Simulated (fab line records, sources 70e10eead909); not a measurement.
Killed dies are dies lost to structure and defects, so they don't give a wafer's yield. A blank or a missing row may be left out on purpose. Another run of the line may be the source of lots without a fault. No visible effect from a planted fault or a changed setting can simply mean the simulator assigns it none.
Chamber matching    flow nand-harc    NHARC_A_CHANNEL_FILL_D1_ALD_14 on ald-hk-01: 4 sister chambers
The step deposits SiO2, target thk 2.5 nm, pulse time 10 s, ald cycles 25. 4 wafers are shown with their chamber, then 6 later ones without.

EACH WAFER AND ITS CHAMBER
wafer   chamber  heater-power-w (W)
L467.1  3        422
L468.5  1        450
L471.1  0        454
L471.2  2        466

WAFERS WITHOUT THEIR CHAMBER
wafer   heater-power-w (W)
L471.5  410
L473.2  447
L473.4  454
L473.5  435
L477.1  471
L477.4  448

WHICH CHAMBER EACH WENT THROUGH
wafer   from the rows above           in truth
L471.5  3                             3
L473.2  can't be placed: 1 or 0       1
L473.4  can't be placed: 0 or 1 or 2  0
L473.5  can't be placed: 3 or 1 or 0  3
L477.1  can't be placed: 2 or 0       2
L477.4  can't be placed: 1 or 0       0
1 of 6 placed correctly. Can't be placed from these rows: 5 (the true chamber is among the candidates in 5). Wrongly placed: 0.
How it was worked out, from the rows above alone: a wafer's distance from a chamber is the root of the sum, over the readings, of the square of ((its reading less the chamber's mean) divided by the reading's scatter). If the next closest chamber is less than 2 further off than the closest, the wafer can't be placed; otherwise it belongs to the closest. The mean given for a chamber averages the wafers shown for that chamber. The scatter (one wafer shown for each chamber): square how far every hidden wafer sits from the nearest shown wafer, average those squares and take the square root.
